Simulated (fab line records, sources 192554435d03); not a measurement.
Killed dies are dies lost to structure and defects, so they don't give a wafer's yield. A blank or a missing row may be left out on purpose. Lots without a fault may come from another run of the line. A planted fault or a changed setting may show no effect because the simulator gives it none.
fab line records | flow n5_finfet
record lots=11 wafers=33 last_day=18
route steps=1938 shown GATE_CUT@496 MIM_TOP@1837 MIM_TOP_ETCH@1851 MIM_BOT_LITHO@1863 PASSIVATION@1936
lots that met no fault: from a run of the same line without faults
start_h: hours from the record's first day to the start of the lot's first wafer shown | wait_h: hours since the lot's step before | " the same as in the row above | L1.1+2: a row that stands for several wafers | - no value, or no start given | * or withheld: withheld | < > ~ a bound
route shown NAME@n: a module of which the file shows steps, and the number in the route of the first | usual: mean/standard deviation of fault-free wafers | same: alike in all rows | chamber/n: place in a boat | sites: the reading at each site | _std_site: their standard deviation | _edge_site: outer sites' mean less inner sites' | radius_mm: how far each site lies from the wafer's centre | mask NAME#n: copy n | behind: the tool/chamber that last shaped the wafer | hold: why the lot was held/for how many hours/how that ended | device: the transistor (n, p or np) that didn't switch | end of line: the same wafers' tests at the end of the route | a step without rows: its recipe alone | killed: dies lost to structure and defects at the first sort, not the wafer's yield | map: a wafer's dies, x killed, . not, _ none there
set.NAME: the setting as run; set.NAME@STEP: as run at that earlier step | model.NAME: the simulator's own value behind a step, which no gauge read
steps of the route over a sample of lots; a table a step, a row a wafer
services: from which hour (start_h, from the record's first day; less than 0 if before it) a tool's chamber was out of use, for how many hours, and why
## steps
# step N5_GATE_CUT_HM_OPEN_40
# recipe chemistry=C4F6/O2 target=SiO2 mask_material=SiARC target_depth_a=1390 time_s=85.1 ion_energy_ev=250 pressure_mtorr=30 source_w=345 bias_w=185 Ar_flow_sccm=300 C4F6_flow_sccm=10 O2_flow_sccm=10 ends=cleared
# usual drypump_motor_current_A=5.7/0.34 etch_rf_on_time_s=93.8/1.8 oes_product_au=0.71/0.07 rf_vpp_V=664/5.1 showerhead_plenum_p_Torr=2.84/0.11 throttle_valve_pct=20.99/0.21
# columns lot.wafer tool chamber start_h wait_h drypump_motor_current_A etch_rf_on_time_s oes_product_au rf_hours_counter_h rf_vpp_V showerhead_plenum_p_Torr throttle_valve_pct
L235.1 rie_diel-02 2 81.42 0.0 5.5 90.2 0.74 80 662 2.77 20.78
L235.2 " 1 " " 6.3 91.1 0.74 68 667 3.00 21.23
L235.3 " 0 " " 5.4 92.4 0.65 206 665 2.93 20.91
L236.1 rie_diel-05 3 87.74 0.0 5.6 91.9 0.63 244 667 2.82 21.15
L236.5 " 2 " " 6.1 92.4 0.66 - 665 2.94 20.65
L236.6 " 3 " " 5.6 95.1 0.62 - 668 2.82 21.14
L237.1 rie_diel-06 0 94.12 0.0 5.7 94.1 0.75 81 663 2.99 20.95
L237.3 " 3 " " 5.3 94.7 0.63 240 662 2.70 20.83
L237.4 " 2 " " 5.8 95.2 0.67 139 655 2.74 21.25
L238.1 rie_diel-02 2 99.53 0.0 5.5 93.4 0.73 85 663 2.77 20.79
L238.5 " 2 " " 5.5 95.8 0.73 - 661 2.76 20.79
L238.6 " 3 " " 5.5 95.9 0.69 - 672 2.84 20.94
L240.2 rie_diel-06 2 111.37 0.0 5.9 93.5 0.67 143 655 2.74 21.24
L240.3 " 0 " " 5.7 91.7 0.75 87 665 2.99 20.98
L240.4 " 3 " " 5.3 97.3 0.61 244 661 2.70 20.84
L241.1 rie_diel-05 0 120.32 0.0 6.1 90.1 0.67 146 666 2.86 20.95
L241.3 " 2 " " 6.1 94.9 0.65 188 665 2.94 20.69
L241.5 " 1 " " 5.2 94.5 0.83 - 655 2.80 20.89
L242.1 rie_diel-06 2 127.33 0.0 5.9 95.0 0.67 147 656 2.74 21.28
L242.4 " 3 " " 5.3 96.6 0.61 247 662 2.69 20.83
L242.6 " 2 " " 5.9 92.7 0.67 - 654 2.74 21.25
L249.1 rie_diel-06 2 170.22 0.0 5.9 95.8 0.66 161 655 2.73 21.28
L249.2 " 0 " " 5.7 95.2 0.74 100 663 2.98 20.98
L249.6 " 0 " " 5.7 95.7 0.74 - 663 2.98 20.97
L254.3 rie_diel-05 2 200.09 0.0 6.0 92.9 0.65 210 664 2.93 20.71
L254.4 " 1 " " 5.2 93.2 0.79 30 653 2.79 20.91
L254.6 " 3 " " 5.6 92.5 0.84 - 668 2.81 20.84
L255.1 rie_diel-02 0 202.83 0.0 5.4 95.2 0.63 245 664 2.92 20.96
L255.4 " 2 " " 5.5 95.6 0.70 116 662 2.75 20.82
L255.6 " 0 " " 5.4 97.7 0.62 - 663 2.92 20.96
L257.1 rie_diel-02 1 215.44 0.0 6.3 93.6 0.70 110 669 2.98 21.30
L257.2 " 2 " " 5.5 92.3 0.69 120 662 2.75 20.83
L257.5 " 2 " " 5.5 95.4 0.69 - 663 2.75 20.84
# step N5_MIM_TOP_DEGAS_04
# recipe ambient=vacuum temp_c=300 time_s=60
# usual heater_power_w=454/56
# columns lot.wafer tool chamber start_h wait_h heater_power_w
L235.1 pvd_sputter-01 - 276.96 - 334
L235.2 " - " " 403
L235.3 " - " " 532
L236.1 pvd_sputter-02 - 283.60 - 443
L236.5 " - " " 410
L236.6 " - " " 430
L238.1 pvd_sputter-01 - 287.50 - 515
L238.5 " - " " 513
L238.6 " - " " 341
L237.1 pvd_sputter-01 - 294.81 - 348
L237.3 " - " " 514
L237.4 " - " " 403
L241.1 pvd_sputter-03 - 307.56 - 498
L241.3 " - " " 462
L241.5 " - " " 470
L240.2 pvd_sputter-03 - 307.72 - 491
L240.3 " - " " 451
L240.4 " - " " 502
L242.1 pvd_sputter-02 - 317.11 - 447
L242.4 " - " " 518
L242.6 " - " " 425
L249.1 pvd_sputter-01 - 364.58 - 521
L249.2 " - " " 348
L249.6 " - " " 343
L255.1 pvd_sputter-01 - 403.05 - 396
L255.4 " - " " 345
L255.6 " - " " 539
L254.3 pvd_sputter-01 - 413.31 - 521
L254.4 " - " " 523
L254.6 " - " " 516
L257.1 pvd_sputter-03 - 419.22 - 503
L257.2 " - " " 453
L257.5 " - " " 482
# step N5_MIM_TOP_ETCH_ETCH_00
# recipe chemistry=Cl2/BCl3 target=TiN target_depth_a=385 ion_energy_ev=150 pressure_mtorr=10 icp_w=1000 bias_w=126 Cl2_flow_sccm=53.25 bcl3_flow_sccm=21.75 Ar_flow_sccm=25
# usual drypump_motor_current_A=5.7/0.32 oes_product_au=0.79/0.084 throttle_valve_pct=22.79/0.18
# columns lot.wafer tool chamber start_h wait_h drypump_motor_current_A oes_product_au rf_hours_counter_h throttle_valve_pct
L235.1 rie_metal-03 0 277.58 0.1 5.5 0.74 62 22.91
L235.2 " 1 " " 5.6 0.85 13 22.64
L235.3 " 1 " " 5.6 0.85 - 22.64
L236.1 rie_metal-03 1 284.26 0.1 5.6 0.85 14 22.62
L236.5 " 0 " " 5.5 0.76 - 22.91
L236.6 " 1 " " 5.6 0.85 - 22.63
L238.1 rie_metal-01 0 288.11 0.1 6.1 0.86 15 22.59
L238.5 " 1 " " 6.2 0.61 - 22.67
L238.6 " 0 " " 6.1 0.85 - 22.59
L237.1 rie_metal-02 1 295.50 0.1 5.7 0.90 12 22.76
L237.3 " 0 " " 5.3 0.72 - 23.00
L237.4 " 1 " " 5.7 0.90 - 22.76
L241.1 rie_metal-03 0 308.44 0.1 5.5 0.73 65 22.91
L241.3 " 0 " " 5.5 0.73 - 22.91
L241.5 " 1 " " 5.6 0.84 - 22.64
L240.2 rie_metal-01 0 308.65 0.1 6.1 0.85 16 22.60
L240.3 " 1 " " 6.2 0.61 - 22.69
L240.4 " 0 " " 6.1 0.85 - 22.60
L242.1 rie_metal-02 0 317.71 0.1 5.3 0.71 63 23.02
L242.4 " 0 " " 5.3 0.71 - 23.02
L242.6 " 0 " " 5.3 0.71 - 23.01
L249.1 rie_metal-01 1 365.33 0.1 6.2 0.95 2 22.49
L249.2 " 0 " " 6.1 0.83 23 22.62
L249.6 " 1 " " 6.2 0.94 - 22.49
L255.1 rie_metal-02 0 403.83 0.1 5.3 0.69 70 23.05
L255.4 " 0 " " 5.3 0.69 - 23.03
L255.6 " 1 " " 5.8 0.86 - 22.78
L254.3 rie_metal-02 1 413.96 0.1 5.7 0.86 - 22.77
L254.4 " 0 " " 5.3 0.69 - 23.02
L254.6 " 0 " " 5.3 0.69 - 23.03
L257.1 rie_metal-03 1 420.13 0.1 5.6 0.80 27 22.66
L257.2 " 0 " " 5.5 0.72 73 22.92
L257.5 " 0 " " 5.5 0.72 - 22.95
# step N5_MIM_BOT_LITHO_OVL_MEAS_11
# recipe points_per_wafer=44
# usual MIM_BOT_OVL=3/4.9
# columns lot.wafer tool chamber start_h wait_h MIM_BOT_OVL[nm]
L235.1 overlay-02 0 278.17 0.0 3
L235.2 " 0 " " 3
L235.3 " 0 " " -1
L236.1 overlay-01 0 285.03 0.0 2
L236.5 " 0 " " -2
L236.6 " 0 " " 5
L238.1 overlay-02 0 288.87 0.0 0
L238.5 " 0 " " 1
L238.6 " 0 " " -1
L237.1 overlay-01 0 296.09 0.0 6
L237.3 " 0 " " 10
L237.4 " 0 " " 5
L241.1 overlay-01 0 309.30 0.0 7
L241.3 " 0 " " 8
L241.5 " 0 " " 11
L240.2 overlay-02 0 309.34 0.0 4
L240.3 " 0 " " 10
L240.4 " 0 " " 6
L242.1 overlay-01 0 318.56 0.0 6
L242.4 " 0 " " 0
L242.6 " 0 " " 2
L249.1 overlay-02 0 366.14 0.0 7
L249.2 " 0 " " 2
L249.6 " 0 " " 2
L255.1 overlay-02 0 405.73 0.0 3
L255.4 " 0 " " -5
L255.6 " 0 " " -1
L254.3 overlay-01 0 414.66 0.0 -3
L254.4 " 0 " " 3
L254.6 " 0 " " 1
L257.1 overlay-01 0 420.72 0.0 -4
L257.2 " 0 " " 2
L257.5 " 0 " " -8
# step N5_PASSIVATION_PROBE_49
# usual defect_limited_yield=91.2/1.5 killed_at_M0_to_M3=32/9.6 killed_at_M4_up=13/5.3 killed_at_contacts=13/6.7 killed_at_front_end=42/11 killed_at_other=3.8/2.9 killed_dies=103/17 killed_open=67/13 killed_short=35/7.9 sort_bin_5_function=5.2/0.94 sort_bin_6_memory=3.3/0.64 sort_n_pass=1077/17 sort_yield_pct=91.2/1.5
# same gross_dies=1180 killed_at_back_side=0 sort_bin_4_leakage[%]=0 sort_bin_8_speed[%]=0
# columns lot.wafer tool chamber start_h wait_h defect_limited_yield[%] killed_at_M0_to_M3 killed_at_M4_up killed_at_contacts killed_at_front_end killed_at_other killed_dies killed_open killed_short sort_bin_5_function[%] sort_bin_6_memory[%] sort_n_pass sort_yield_pct[%]
L249.1 prober-01 - 378.37 0.0 88.7 45 12 6 56 14 133 86 45 5.6 4.8 1047 88.7
L249.2 prober-01 - 378.42 0.1 80.0 51 10 12 158 5 236 81 42 11.8 6.5 944 80.0
L249.6 prober-01 - 378.62 0.3 80.3 38 20 11 158 6 233 86 35 13.2 5.1 947 80.3
# killed by level:class
L249.1 FIN_SAQP:geometric_particle:open=24 BEOL_M3:geometric_particle:open=13 FIN_SAQP:geometric_particle:short=10 BEOL_M1:geometric_particle:open=10 STI_FIN_REVEAL:geometric_particle:open=8 BEOL_M3:geometric_particle:short=7 MOL_CONTACT_COAG:geometric_particle:open=5 PAD_METAL:geometric_particle:short=5
L249.2 GATE_CUT:unspecified=113 STI_FIN_REVEAL:geometric_particle:open=20 BEOL_M1:geometric_particle:open=20 FIN_SAQP:geometric_particle:open=10 BEOL_M0:geometric_particle:short=10 BEOL_M0_SAQP:geometric_particle:short=8 MOL_CONTACT_COAG:geometric_particle:open=7 BEOL_M5:geometric_particle:open=5
L249.6 GATE_CUT:unspecified=112 FIN_SAQP:geometric_particle:open=15 BEOL_M1:geometric_particle:open=13 MOL_CONTACT_COAG:geometric_particle:open=10 FIN_SAQP:geometric_particle:short=8 BEOL_M2:geometric_particle:open=8 BEOL_M4:geometric_particle:open=7 GATE_CUT:geometric_particle:short=5
## services
# columns tool chamber start_h hours kind
rie_metal-02 0 81.29 16.5 repair
rie_diel-06 3 106.80 1.2 repair
rie_metal-02 - 108.99 2.8 pm
rie_diel-06 - 110.12 0.7 repair
pvd_sputter-03 - 123.26 7.9 repair
rie_diel-06 0 151.75 8.8 repair
rie_diel-06 1 185.66 1.9 repair
rie_diel-02 2 186.31 1.2 repair
rie_diel-02 - 211.42 0.1 repair
rie_metal-02 - 224.83 1.2 repair
rie_metal-03 - 225.57 28.1 pm
rie_diel-02 1 234.79 10.1 repair
rie_metal-02 - 239.47 1.7 repair
pvd_sputter-03 - 271.86 1.3 repair
rie_diel-05 0 290.58 14.1 repair
rie_metal-01 - 292.87 14.6 pm
rie_metal-03 - 303.59 1.4 pm
rie_metal-03 0 309.96 21.4 repair
rie_metal-02 1 310.40 10.4 repair
rie_diel-06 2 323.89 4.5 repair
rie_diel-02 1 351.37 14.6 repair
rie_diel-05 3 356.99 15.0 repair
rie_diel-05 1 391.04 3.1 repair
rie_diel-05 0 394.11 18.5 repair
## key
first_sign step=N5_PASSIVATION_PROBE_49 reading=killed_at_front_end direction=up sigmas=10 usual=42 struck=158
effect step=N5_PASSIVATION_PROBE_49 reading=defect_limited_yield direction=down sigmas=7.6 usual=91.2 struck=80.1
more_kills_born_at N5_GATE_CUT_HM_OPEN_40@rie_diel-06=225
met_at N5_GATE_CUT_HM_OPEN_40
struck_lots L249
struck_wafers L249.2,L249.6
not_acting_at N5_MIM_TOP_DEGAS_04,N5_MIM_TOP_ETCH_ETCH_00,N5_MIM_BOT_LITHO_OVL_MEAS_11
onset_between 111.37 170.22
fault kind=chamber_particle_source tool=rie_diel-06 chamber=0 onset_h=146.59 steps=N5_GATE_CUT_HM_OPEN_40 rate_per_visit_cm2=0.4353 end_h=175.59
